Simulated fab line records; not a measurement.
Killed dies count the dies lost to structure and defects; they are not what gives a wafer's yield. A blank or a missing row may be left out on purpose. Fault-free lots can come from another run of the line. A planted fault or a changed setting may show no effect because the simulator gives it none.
Chamber matching + flow n5_finfet + 4 sister chambers for N5_BEOL_M12_ETCH_59 on rie_diel-03
The step etches BARC in N2/H2, target depth 89 nm, overetch 26.7 nm, time 67.9 s. 7 wafers are shown with their chamber, then 12 later ones without.

== WAFERS WITH THEIR CHAMBER ==
| wafer  | chamber | showerhead_plenum_p_Torr (Torr) | drypump_motor_current_A (A) |
|--------|---------|---------------------------------|-----------------------------|
| L086.4 | 0       | 2.70                            | 5.5                         |
| L090.6 | 2       | 2.45                            | 6.0                         |
| L091.3 | 1       | 2.46                            | 6.7                         |
| L091.5 | 3       | 2.66                            | 5.6                         |
| L093.1 | 2       | 2.45                            | 5.9                         |
| L093.3 | 3       | 2.66                            | 5.6                         |
| L093.4 | 1       | 2.45                            | 6.7                         |

== WAFERS MISSING THEIR CHAMBER ==
| wafer  | showerhead_plenum_p_Torr (Torr) | drypump_motor_current_A (A) |
|--------|---------------------------------|-----------------------------|
| L092.1 | 2.45                            | 6.0                         |
| L092.2 | 2.66                            | 5.6                         |
| L092.6 | 2.45                            | 5.9                         |
| L095.2 | 2.45                            | 6.7                         |
| L095.3 | 2.70                            | 5.5                         |
| L095.5 | 2.45                            | 5.9                         |
| L094.1 | 2.45                            | 5.9                         |
| L094.5 | 2.70                            | 5.5                         |
| L094.6 | 2.65                            | 5.7                         |
| L096.1 | 2.45                            | 6.0                         |
| L096.2 | 2.65                            | 5.6                         |
| L096.5 | 2.70                            | 5.5                         |

== THE CHAMBER EACH PASSED THROUGH ==
| wafer  | from the rows above | in truth |
|--------|---------------------|----------|
| L092.1 | 2                   | 2        |
| L092.2 | 3                   | 3        |
| L092.6 | 2                   | 2        |
| L095.2 | 1                   | 1        |
| L095.3 | 0                   | 0        |
| L095.5 | 2                   | 2        |
| L094.1 | 2                   | 2        |
| L094.5 | 0                   | 0        |
| L094.6 | 3                   | 3        |
| L096.1 | 2                   | 2        |
| L096.2 | 3                   | 3        |
| L096.5 | 0                   | 0        |
Correctly placed: 12 of 12. From these rows, 0 cannot be placed. Wrongly placed: 0.
How it was worked out, from the rows above alone: a wafer's distance from a chamber is the root of the sum, over the readings, of the square of ((its reading less the chamber's mean) divided by the reading's scatter). If the next closest chamber is less than 2 further off than the closest, the wafer can't be placed; otherwise it belongs to the closest. The mean given for a chamber averages the wafers shown for that chamber. The scatter: take each reading less its chamber's mean, square it, sum over the shown wafers, divide by the number of wafers less the number of chambers, and take the root.
